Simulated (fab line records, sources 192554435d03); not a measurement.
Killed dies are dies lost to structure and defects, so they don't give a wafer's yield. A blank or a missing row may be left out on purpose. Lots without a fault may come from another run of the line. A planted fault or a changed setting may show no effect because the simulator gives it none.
A struck lot beside a sound one | flow n5_finfet | 16 steps out of a route of 1938
Sound: wafers L697.1, L697.4, L697.5. Struck: wafer L705.6. (L705.5 of the same lot was not struck and is left out.) The cause comes at the end.
At each step with rows: each side's tool, then ch and its chambers, then its first start. Under that, the readings that differ: sound wafers | struck wafers | difference of the means | sigmas: that difference in standard deviations of wafers without a fault.
alike: readings whose means differ by less than 2 such deviations, and words and numbers that are the same on both sides. not compared: withheld readings, readings that some wafer has no value for, bounds like >300 that may hide the same value, and numbers for which the record gives no deviation and whose values overlap.
The two part at a step that has a row with sigmas, a row that says differs or no value, or rows on one side only. Numbers that don't overlap but have no deviation are shown without sigmas and don't part them. A reading that every wafer of one side lacks parts them only if that side has two wafers or more.

first, 8 steps without rows for these wafers: N5_MOL_CONTACT_COAG_COAT_63 (time 60 s, resist thk 10 nm); N5_MOL_CONTACT_COAG_COAT_64 (time 60 s, resist thk 10 nm); N5_MOL_CONTACT_COAG_COAT_34 (resist thk 40 nm); N5_MOL_CONTACT_COAG_EBR_36; N5_MOL_CONTACT_COAG_SOFTBAKE_35 (time 60 s); N5_MOL_CONTACT_COAG_EXPOSE_37 (exposes mask VD, defocus 0 nm); N5_MOL_CONTACT_COAG_PEB_38 (peb time 60 s); N5_MOL_CONTACT_COAG_DEVELOP_39 (develop time 30 s).
N5_MOL_CONTACT_COAG_CD_MEAS_40: target cd 25.1 nm.
  sound on cd_sem-01 ch 0, day 6 02:44; struck on cd_sem-02 ch 0, day 8 05:21
  alike: cd_nm
N5_MOL_CONTACT_COAG_OVL_MEAS_41:
  sound on overlay-01 ch 0, day 6 02:46; struck on overlay-01 ch 0, day 8 05:24
  alike: VD_OVL
N5_MOL_CONTACT_COAG_INSPECT_42: inspects for defects (brightfield).
  sound on defect_inspect-01, day 6 02:50; struck on defect_inspect-02, day 8 05:26
  alike: raw_defect_count
N5_MOL_CONTACT_COAG_DESCUM_45: chemistry O2, time 7 s.
  sound on rie_diel-05 ch 0,2, day 6 02:55; struck on rie_diel-05 ch 2, day 8 05:31
  alike: drypump_motor_current_A, oes_product_au, rf_vpp_V, showerhead_plenum_p_Torr, throttle_valve_pct
  not compared: rf_hours_counter_h
N5_MOL_CONTACT_COAG_ETCH_65: etches underlayer in N2/H2, target depth 13 nm, time 10.4 s.
  sound on rie_diel-05 ch 0,2, day 6 02:57; struck on rie_diel-05 ch 2, day 8 05:32
  reading               | sound          | struck | difference | sigmas
  etch_rf_on_time_s (s) | 10.0 10.4 10.2 | 6.0    | -4.2       | -9
  oes_product_au (a.u.) | 0.64 0.76 0.77 | 1.04   | +0.32      | +4
  alike: drypump_motor_current_A, rf_vpp_V, showerhead_plenum_p_Torr, throttle_valve_pct
  not compared: rf_hours_counter_h
N5_MOL_CONTACT_COAG_ETCH_66: etches SiARC in CF4, target depth 13 nm, time 21.7 s.
  sound on rie_diel-05 ch 0,2, day 6 02:58; struck on rie_diel-05 ch 2, day 8 05:34
  alike: drypump_motor_current_A, etch_rf_on_time_s, oes_product_au, rf_vpp_V, showerhead_plenum_p_Torr, throttle_valve_pct
  not compared: rf_hours_counter_h
-- the record jumps here: 4 days lie between the struck wafers' starts before and after (it left off in module MOL_CONTACT_COAG and takes up again in module BEOL_M4, whose first step shown is number 1111 of the route) --
N5_BEOL_M4_RC_MEAS_101:
  sound on prober-01 ch 0, day 10 15:50; struck on prober-01 ch 0, day 12 07:27
  reading       | sound          | struck | difference | sigmas
  ION_P (uA/um) | 451 463 458    | 481    | +24        | +2
  VT_N (mV)     | 255 255 251    | 242    | -12        | -3
  VT_P (mV)     | -259 -257 -256 | -246   | +11        | +2
  alike: DIBL_N, DIBL_P, IOFF_N, IOFF_P, ION_N, SS_N, SS_P
-- the record jumps here: 5 days lie between the struck wafers' starts before and after (it left off in module BEOL_M4 and takes up again in module PASSIVATION, whose first step shown is number 1936 of the route) --
N5_PASSIVATION_PROBE_49:
  sound on prober-01, day 14 21:55; struck on prober-01, day 17 06:49
  reading         | sound    | struck | difference | sigmas
  killed_at_M4_up | 16 14 14 | 31     | +16        | +3
  alike: defect_limited_yield, killed_at_M0_to_M3, killed_at_contacts, killed_at_front_end, killed_at_other, killed_dies, killed_open, killed_short, sort_bin_4_leakage, sort_bin_5_function, sort_bin_6_memory, sort_bin_8_speed, sort_n_pass, sort_yield_pct

WHERE THEY PART
First at N5_MOL_CONTACT_COAG_ETCH_65; last, within this record, at N5_PASSIVATION_PROBE_49.

WHY: what the simulator had put in
Process parameter drift: rie_diel-05, from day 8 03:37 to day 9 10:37, at N5_MOL_CONTACT_COAG_ETCH_65. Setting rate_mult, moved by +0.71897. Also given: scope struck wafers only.
